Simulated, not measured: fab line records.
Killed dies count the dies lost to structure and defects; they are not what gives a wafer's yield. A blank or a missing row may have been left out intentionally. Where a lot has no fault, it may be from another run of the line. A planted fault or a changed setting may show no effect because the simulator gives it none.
Lot-split experiment || flow n5 finfet || route with 1938 steps; 7 lots, 39 wafers read

== THE SPLIT ITSELF ==
At N5_BEOL_M10_ILD_DEP_00 (deposits SiCOH lowk from DEMS/porogen, target thk 308.51 nm, time 58 s), the setting target thk a was moved away from the recipe's 3085.1 angstrom on 18 of the 39 wafers read, by -50.0% to +33.3%. For the rest of the wafers, this setting stayed at what the recipe calls for.

== SPLIT TO READING: what lies between them in the file, 1 step ==
- N5_BEOL_M10_CURE_71: cures SiCOH lowk, time 240 s

== THE READING ==
M10_ILD_THK in nanometres, read at N5_BEOL_M10_THK_MEAS_01. A value of 268 nm with a standard deviation of 4.6 nm is what fault-free wafers of this fab line usually give.

{"wafer": "L075.1", "tool, chamber at the split": "pecvd-03, 0", "target thk a as run, angstrom": 3085.1, "against the recipe": "recipe", "M10_ILD_THK, nm": 262, "against lot-mates on the recipe": "-"}
{"wafer": "L075.2", "tool, chamber at the split": "pecvd-03, 2", "target thk a as run, angstrom": 3848, "against the recipe": "+24.7%", "M10_ILD_THK, nm": 339, "against lot-mates on the recipe": "+70"}
{"wafer": "L075.3", "tool, chamber at the split": "pecvd-03, 1", "target thk a as run, angstrom": 3085.1, "against the recipe": "recipe", "M10_ILD_THK, nm": 269, "against lot-mates on the recipe": "-"}
{"wafer": "L075.4", "tool, chamber at the split": "pecvd-03, 0", "target thk a as run, angstrom": 3848, "against the recipe": "+24.7%", "M10_ILD_THK, nm": 332, "against lot-mates on the recipe": "+63"}
{"wafer": "L075.5", "tool, chamber at the split": "pecvd-03, 1", "target thk a as run, angstrom": 3085.1, "against the recipe": "recipe", "M10_ILD_THK, nm": 276, "against lot-mates on the recipe": "-"}
{"wafer": "L075.6", "tool, chamber at the split": "pecvd-03, 2", "target thk a as run, angstrom": 3848, "against the recipe": "+24.7%", "M10_ILD_THK, nm": 340, "against lot-mates on the recipe": "+71"}
{"wafer": "L078.1", "tool, chamber at the split": "pecvd-01, 0", "target thk a as run, angstrom": 3085.1, "against the recipe": "recipe", "M10_ILD_THK, nm": 262, "against lot-mates on the recipe": "-"}
{"wafer": "L078.4", "tool, chamber at the split": "pecvd-01, 0", "target thk a as run, angstrom": 3085.1, "against the recipe": "recipe", "M10_ILD_THK, nm": 262, "against lot-mates on the recipe": "-"}
{"wafer": "L078.6", "tool, chamber at the split": "pecvd-01, 2", "target thk a as run, angstrom": 3085.1, "against the recipe": "recipe", "M10_ILD_THK, nm": 268, "against lot-mates on the recipe": "-"}
{"wafer": "L079.1", "tool, chamber at the split": "pecvd-04, 2", "target thk a as run, angstrom": 4111, "against the recipe": "+33.3%", "M10_ILD_THK, nm": 352, "against lot-mates on the recipe": "+85"}
{"wafer": "L079.2", "tool, chamber at the split": "pecvd-04, 0", "target thk a as run, angstrom": 4111, "against the recipe": "+33.3%", "M10_ILD_THK, nm": 355, "against lot-mates on the recipe": "+88"}
{"wafer": "L079.3", "tool, chamber at the split": "pecvd-04, 1", "target thk a as run, angstrom": 3085.1, "against the recipe": "recipe", "M10_ILD_THK, nm": 266, "against lot-mates on the recipe": "-"}
{"wafer": "L079.4", "tool, chamber at the split": "pecvd-04, 1", "target thk a as run, angstrom": 3085.1, "against the recipe": "recipe", "M10_ILD_THK, nm": 269, "against lot-mates on the recipe": "-"}
{"wafer": "L079.5", "tool, chamber at the split": "pecvd-04, 2", "target thk a as run, angstrom": 4111, "against the recipe": "+33.3%", "M10_ILD_THK, nm": 359, "against lot-mates on the recipe": "+92"}
{"wafer": "L079.6", "tool, chamber at the split": "pecvd-04, 0", "target thk a as run, angstrom": 3085.1, "against the recipe": "recipe", "M10_ILD_THK, nm": 266, "against lot-mates on the recipe": "-"}
{"wafer": "L083.1", "tool, chamber at the split": "pecvd-03, 2", "target thk a as run, angstrom": 3085.1, "against the recipe": "recipe", "M10_ILD_THK, nm": 270, "against lot-mates on the recipe": "-"}
{"wafer": "L083.2", "tool, chamber at the split": "pecvd-03, 1", "target thk a as run, angstrom": 3085.1, "against the recipe": "recipe", "M10_ILD_THK, nm": 268, "against lot-mates on the recipe": "-"}
{"wafer": "L083.3", "tool, chamber at the split": "pecvd-03, 0", "target thk a as run, angstrom": 1542, "against the recipe": "-50.0%", "M10_ILD_THK, nm": 128, "against lot-mates on the recipe": -142}
{"wafer": "L083.4", "tool, chamber at the split": "pecvd-03, 1", "target thk a as run, angstrom": 1542, "against the recipe": "-50.0%", "M10_ILD_THK, nm": 138, "against lot-mates on the recipe": -132}
{"wafer": "L083.5", "tool, chamber at the split": "pecvd-03, 0", "target thk a as run, angstrom": 1542, "against the recipe": "-50.0%", "M10_ILD_THK, nm": 129, "against lot-mates on the recipe": -141}
{"wafer": "L083.6", "tool, chamber at the split": "pecvd-03, 2", "target thk a as run, angstrom": 3085.1, "against the recipe": "recipe", "M10_ILD_THK, nm": 273, "against lot-mates on the recipe": "-"}
{"wafer": "L084.1", "tool, chamber at the split": "pecvd-04, 0", "target thk a as run, angstrom": 3085.1, "against the recipe": "recipe", "M10_ILD_THK, nm": 262, "against lot-mates on the recipe": "-"}
{"wafer": "L084.2", "tool, chamber at the split": "pecvd-04, 2", "target thk a as run, angstrom": 2361, "against the recipe": "-23.5%", "M10_ILD_THK, nm": 202, "against lot-mates on the recipe": -64}
{"wafer": "L084.3", "tool, chamber at the split": "pecvd-04, 1", "target thk a as run, angstrom": 2361, "against the recipe": "-23.5%", "M10_ILD_THK, nm": 199, "against lot-mates on the recipe": -67}
{"wafer": "L084.4", "tool, chamber at the split": "pecvd-04, 1", "target thk a as run, angstrom": 2361, "against the recipe": "-23.5%", "M10_ILD_THK, nm": 208, "against lot-mates on the recipe": -58}
{"wafer": "L084.5", "tool, chamber at the split": "pecvd-04, 2", "target thk a as run, angstrom": 3085.1, "against the recipe": "recipe", "M10_ILD_THK, nm": 268, "against lot-mates on the recipe": "-"}
{"wafer": "L084.6", "tool, chamber at the split": "pecvd-04, 0", "target thk a as run, angstrom": 3085.1, "against the recipe": "recipe", "M10_ILD_THK, nm": 268, "against lot-mates on the recipe": "-"}
{"wafer": "L089.1", "tool, chamber at the split": "pecvd-04, 0", "target thk a as run, angstrom": 3085.1, "against the recipe": "recipe", "M10_ILD_THK, nm": 264, "against lot-mates on the recipe": "-"}
{"wafer": "L089.2", "tool, chamber at the split": "pecvd-04, 2", "target thk a as run, angstrom": 3085.1, "against the recipe": "recipe", "M10_ILD_THK, nm": 266, "against lot-mates on the recipe": "-"}
{"wafer": "L089.3", "tool, chamber at the split": "pecvd-04, 1", "target thk a as run, angstrom": 2155, "against the recipe": "-30.1%", "M10_ILD_THK, nm": 186, "against lot-mates on the recipe": -81}
{"wafer": "L089.4", "tool, chamber at the split": "pecvd-04, 1", "target thk a as run, angstrom": 3085.1, "against the recipe": "recipe", "M10_ILD_THK, nm": 272, "against lot-mates on the recipe": "-"}
{"wafer": "L089.5", "tool, chamber at the split": "pecvd-04, 2", "target thk a as run, angstrom": 2155, "against the recipe": "-30.1%", "M10_ILD_THK, nm": 189, "against lot-mates on the recipe": -78}
{"wafer": "L089.6", "tool, chamber at the split": "pecvd-04, 0", "target thk a as run, angstrom": 2155, "against the recipe": "-30.1%", "M10_ILD_THK, nm": 186, "against lot-mates on the recipe": -81}
{"wafer": "L095.1", "tool, chamber at the split": "pecvd-03, 0", "target thk a as run, angstrom": 3085.1, "against the recipe": "recipe", "M10_ILD_THK, nm": 262, "against lot-mates on the recipe": "-"}
{"wafer": "L095.2", "tool, chamber at the split": "pecvd-03, 1", "target thk a as run, angstrom": 3085.1, "against the recipe": "recipe", "M10_ILD_THK, nm": 274, "against lot-mates on the recipe": "-"}
{"wafer": "L095.3", "tool, chamber at the split": "pecvd-03, 2", "target thk a as run, angstrom": 2065, "against the recipe": "-33.1%", "M10_ILD_THK, nm": 179, "against lot-mates on the recipe": -90}
{"wafer": "L095.4", "tool, chamber at the split": "pecvd-03, 0", "target thk a as run, angstrom": 2065, "against the recipe": "-33.1%", "M10_ILD_THK, nm": 176, "against lot-mates on the recipe": -93}
{"wafer": "L095.5", "tool, chamber at the split": "pecvd-03, 2", "target thk a as run, angstrom": 3085.1, "against the recipe": "recipe", "M10_ILD_THK, nm": 272, "against lot-mates on the recipe": "-"}
{"wafer": "L095.6", "tool, chamber at the split": "pecvd-03, 1", "target thk a as run, angstrom": 2065, "against the recipe": "-33.1%", "M10_ILD_THK, nm": 188, "against lot-mates on the recipe": -81}

FIT RESULTS
A straight line over all 39 wafers: M10_ILD_THK changes by +2.69 nm for each +1% of target thk a; r = +1.00; the points scatter about the line by 4.3 nm.
The same after taking each lot's own level away (the mean of its wafers on the recipe; 39 wafers): +2.71 nm for each +1%; r = +1.00; scatter 4 nm.
According to that fit, moving target thk a by its largest amount changes the reading by 1.4e+02 nm.
The span of the lots' own levels, 264.0 to 270.3 nm, comes to 1.4 times the standard deviation stated above.
The two slopes agree, so the slope changes little with the lot-to-lot level.
Check: -135 nm against its lot-mates is what the line predicts for one of the wafers moved furthest among these (-50.0%) when that wafer is left out of the fit. Against them it came out at -142 nm.

== THESE WAFERS: OTHER SPLITS ==
Note: prior to the reading, these wafers also went through further splits. Each is held against what the fit with the lots' levels taken away leaves over:
{"other split on the same wafers": "N5_BEOL_M0_SAQP_SPACER2_ALD_26 target thk a", "wafers away from the commonest value": 15, "r with M10_ILD_THK (lot level and that fit taken away)": "+0.07"}
{"other split on the same wafers": "N5_BEOL_M3_ALD_98 ald cycles", "wafers away from the commonest value": 15, "r with M10_ILD_THK (lot level and that fit taken away)": "+0.14"}
{"other split on the same wafers": "N5_BEOL_M5_CVD_47 target thk a", "wafers away from the commonest value": 15, "r with M10_ILD_THK (lot level and that fit taken away)": -0.01}
{"other split on the same wafers": "N5_BEOL_M7_ETCH_66 time s", "wafers away from the commonest value": 15, "r with M10_ILD_THK (lot level and that fit taken away)": "+0.11"}

== THE WHOLE CHAIN: every reading that the file lists as answering this split, in the file's order ==
{"step": "N5_BEOL_M10_ILD_DEP_00", "what it does": "deposits SiCOH lowk from DEMS/porogen, target thk 308.51 nm, time 58 s", "reading": "SiCOH_lowk_of_BEOL_M10_ILD_DEP_00.thk nm (the simulator's own value, which no gauge read)", "change (the file's fit)": "+3.08 nm for each +1% of the setting", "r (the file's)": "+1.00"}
{"step": "N5_BEOL_M10_CURE_71", "what it does": "cures SiCOH lowk, time 240 s", "reading": "SiCOH_lowk_of_BEOL_M10_ILD_DEP_00.thk nm (the simulator's own value, which no gauge read)", "change (the file's fit)": "+2.72 nm for each +1% of the setting", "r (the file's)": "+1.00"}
{"step": "N5_BEOL_M10_THK_MEAS_01", "what it does": "", "reading": "M10_ILD_THK", "change (the file's fit)": "+2.72 for each +1% of the setting", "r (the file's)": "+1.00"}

== FILE'S OWN FIT ==
M10_ILD_THK changes by +2.72 nm for each +1% of target thk a, r = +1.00.
